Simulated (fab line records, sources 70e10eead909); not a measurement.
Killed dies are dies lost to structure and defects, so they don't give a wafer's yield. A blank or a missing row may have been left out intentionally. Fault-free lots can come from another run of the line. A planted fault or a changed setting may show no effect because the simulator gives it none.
Shared-tool check | flow nandHarc | 2 lots and 6 wafers in the sample

## REASON FOR OPENING
On 2 of the 2 lots, a flag is raised at NHARC_END_SORT_01 on the reading killedAtPeriphery. No-fault wafers: 3.3, standard deviation 2.
Rule: flag the lot when none of its wafers has a number, or when each of its wafers that has one lies beyond 4 standard deviations from that mean. The other lots count as sound.

lot  | measured     | on        | killedAtPeriphery, wafer by wafer | flag
L552 | day 21 16:49 | prober-01 | 79 17 26                          | FLAGGED
L553 | day 22 00:38 | prober-02 | 91 91 91                          | FLAGGED
The numbers of the flagged lots are 65.8 on average: +62.5 against the usual, or +31 standard deviations.

## EACH LOT AND THE TOOL IT RAN ON
4 process steps preceding the reading are held in the record, out of 1159 steps in the route. Each cell gives the tool, then ch followed by the chambers the sampled wafers passed through, then the start.
lot  | flag    | NHARC_P_CONTACT_ETCH_35        | NHARC_THIN_TSV_ETCHBACK_48      | NHARC_THIN_TSV_STRIP_62             | NHARC_THIN_TSV_PRE_CLEAN_50
L552 | FLAGGED | rieDiel-07 ch 1,3, day 8 02:56 | rieDiel-13 ch 1,2, day 21 04:29 | plasmaAsher-02 ch 0,1, day 21 04:49 | pvdSputter-01, day 21 16:49 or earlier
L553 | FLAGGED | rieDiel-07 ch 1,2, day 8 08:05 | rieDiel-07 ch 0,3, day 21 06:40 | plasmaAsher-01 ch 0,1, day 21 07:01 | pvdSputter-02, day 22 00:38 or earlier
These steps, and what they do:
- NHARC_P_CONTACT_ETCH_35: etches the open film in CF4, target depth 39 nm, time 65 s.
- NHARC_THIN_TSV_ETCHBACK_48: etches the open film in C4F8/Ar, target depth 1028.5 nm, time 405.17 s.
- NHARC_THIN_TSV_STRIP_62: strips in N2/H2, time 20 s.
- NHARC_THIN_TSV_PRE_CLEAN_50: time 30 s.
- NHARC_END_SORT_01

## FLAGGED OVER TOTAL, TOOL BY TOOL (the gauges that took the reading come last)
step                        | tool           | lots run | flagged | share of the flagged lots | sound lots run after its first flagged lot
NHARC_P_CONTACT_ETCH_35     | rieDiel-07     | 2        | 2       | all                       | 0
NHARC_THIN_TSV_ETCHBACK_48  | rieDiel-07     | 1        | 1       | some                      | 0
NHARC_THIN_TSV_ETCHBACK_48  | rieDiel-13     | 1        | 1       | some                      | 0
NHARC_THIN_TSV_STRIP_62     | plasmaAsher-01 | 1        | 1       | some                      | 0
NHARC_THIN_TSV_STRIP_62     | plasmaAsher-02 | 1        | 1       | some                      | 0
NHARC_THIN_TSV_PRE_CLEAN_50 | pvdSputter-01  | 1        | 1       | some                      | 0
NHARC_THIN_TSV_PRE_CLEAN_50 | pvdSputter-02  | 1        | 1       | some                      | 0
NHARC_END_SORT_01           | prober-01      | 1        | 1       | some                      | 0
NHARC_END_SORT_01           | prober-02      | 1        | 1       | some                      | 0
NHARC_THIN_TSV_PRE_CLEAN_50 gives no start for some lots, so the hours and the order of its lots are those of NHARC_END_SORT_01.

## WHAT THE TABLE PERMITS
1 row of the table ran every flagged lot: rieDiel-07 at NHARC_P_CONTACT_ETCH_35.
- rieDiel-07 at NHARC_P_CONTACT_ETCH_35 ran 2 lots, 2 of them flagged. With no sound lot run before its first flagged lot in this sample, there is nothing to narrow down the start.
rieDiel-07 at NHARC_P_CONTACT_ETCH_35 is the single tool remaining.

## WHAT HAD BEEN PUT IN BY THE SIMULATOR
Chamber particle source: rieDiel-07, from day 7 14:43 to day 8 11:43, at NHARC_P_CONTACT_ETCH_35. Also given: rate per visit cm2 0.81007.
Struck lots among those shown: L552, L553. This agrees with what the rule above found.
